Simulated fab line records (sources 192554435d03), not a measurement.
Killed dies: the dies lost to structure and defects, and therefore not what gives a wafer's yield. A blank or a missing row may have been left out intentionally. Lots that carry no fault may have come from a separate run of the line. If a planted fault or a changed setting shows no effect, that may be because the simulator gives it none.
Split-lot trial | flow n5_finfet | 21 wafers read from 7 lots, route of 1938 steps

THE SPLIT
At N5_BEOL_M10_EXPOSE_25 (exposes mask V9), the setting dose_mj was moved away from the recipe's 85.5 on 8 of the 21 wafers read, by -5.8% to +2.3%. This setting was run at the recipe's value on the other wafers.

FROM THE SPLIT TO THE READING: what the file shows between them, 2 steps
- N5_BEOL_M10_PEB_26: peb time 60 s
- N5_BEOL_M10_DEVELOP_27: develop time 30 s

THE READING
cd_nm at N5_BEOL_M10_CD_MEAS_28, given in nm (cd target 70 nm). A value of 70.1 nm with a standard deviation of 0.8 nm is what fault-free wafers of this fab line usually give.

wafer  | tool, chamber at the split | dose_mj as run | against the recipe | cd_nm, nm | against lot-mates on the recipe
L075.1 | arfi_scanner-01, 0         | 85.5           | recipe             | 71.1      | -
L075.2 | arfi_scanner-01, 0         | 85.5           | recipe             | 70.6      | -
L075.6 | arfi_scanner-01, 0         | 85.5           | recipe             | 70.4      | -
L076.1 | arfi_scanner-02, 0         | 83.19          | -2.7%              | 67.2      | -2.6
L076.3 | arfi_scanner-02, 0         | 83.19          | -2.7%              | 68.6      | -1.2
L076.5 | arfi_scanner-02, 0         | 85.5           | recipe             | 69.8      | -
L080.2 | arfi_scanner-03, 0         | 81.56          | -4.6%              | 66.4      | no lot-mate on the recipe
L080.3 | arfi_scanner-03, 0         | 81.56          | -4.6%              | 66.1      | no lot-mate on the recipe
L080.4 | arfi_scanner-03, 0         | 81.56          | -4.6%              | 67.2      | no lot-mate on the recipe
L083.3 | arfi_scanner-01, 0         | 87.47          | +2.3%              | 72.3      | +0.5
L083.4 | arfi_scanner-01, 0         | 85.5           | recipe             | 71.8      | -
L083.5 | arfi_scanner-01, 0         | 87.47          | +2.3%              | 73.4      | +1.6
L084.1 | arfi_scanner-02, 0         | 85.5           | recipe             | 70.8      | -
L084.2 | arfi_scanner-02, 0         | 85.5           | recipe             | 70.9      | -
L084.5 | arfi_scanner-02, 0         | 80.57          | -5.8%              | 66.9      | -3.9
L092.3 | arfi_scanner-03, 0         | 85.5           | recipe             | 69.8      | -
L092.4 | arfi_scanner-03, 0         | 85.5           | recipe             | 69.7      | -
L092.5 | arfi_scanner-03, 0         | 85.5           | recipe             | 70.5      | -
L094.1 | arfi_scanner-03, 0         | 85.5           | recipe             | 71.0      | -
L094.4 | arfi_scanner-03, 0         | 85.5           | recipe             | 70.9      | -
L094.5 | arfi_scanner-03, 0         | 85.5           | recipe             | 70.3      | -

FIT RESULTS
A straight line over all 21 wafers: cd_nm changes by +0.837 nm for each +1% of dose_mj; r = +0.95; the points scatter about the line by 0.67 nm.
The same after taking each lot's own level away (the mean of its wafers on the recipe; 18 wafers): +0.639 nm for each +1%; r = +0.94; scatter 0.42 nm.
That fit puts the effect of the largest move of dose_mj on the reading at 3.7 nm.
From 69.80 to 71.80 nm: that is the span of the lots' own levels, equal to 2.5 times the standard deviation above.
So the slope is not independent of the lot-to-lot level: the two fits are not the same.
Check: for one of the wafers moved furthest among these (-5.8%), held out of the fit, the line's prediction against its lot-mates is -3.51 nm. Against them it came out at -3.95 nm.

ADDITIONAL SPLITS CARRIED BY THESE WAFERS
Other splits were also applied to these wafers ahead of the reading. Each is held against what the fit with the lots' levels taken away leaves over:
other split on the same wafers | wafers away from the commonest value | r with cd_nm (lot level and that fit taken away)
N5_BEOL_M9_COAT_60 spin_rpm    | 6                                    | +0.36
N5_BEOL_M9_COAT_05 spin_rpm    | 5                                    | -0.15
N5_BEOL_M10_COAT_22 spin_rpm   | 7                                    | +0.25

FILE'S OWN FIT
cd_nm changes by +0.654 nm for each +1% of dose_mj, r = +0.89.
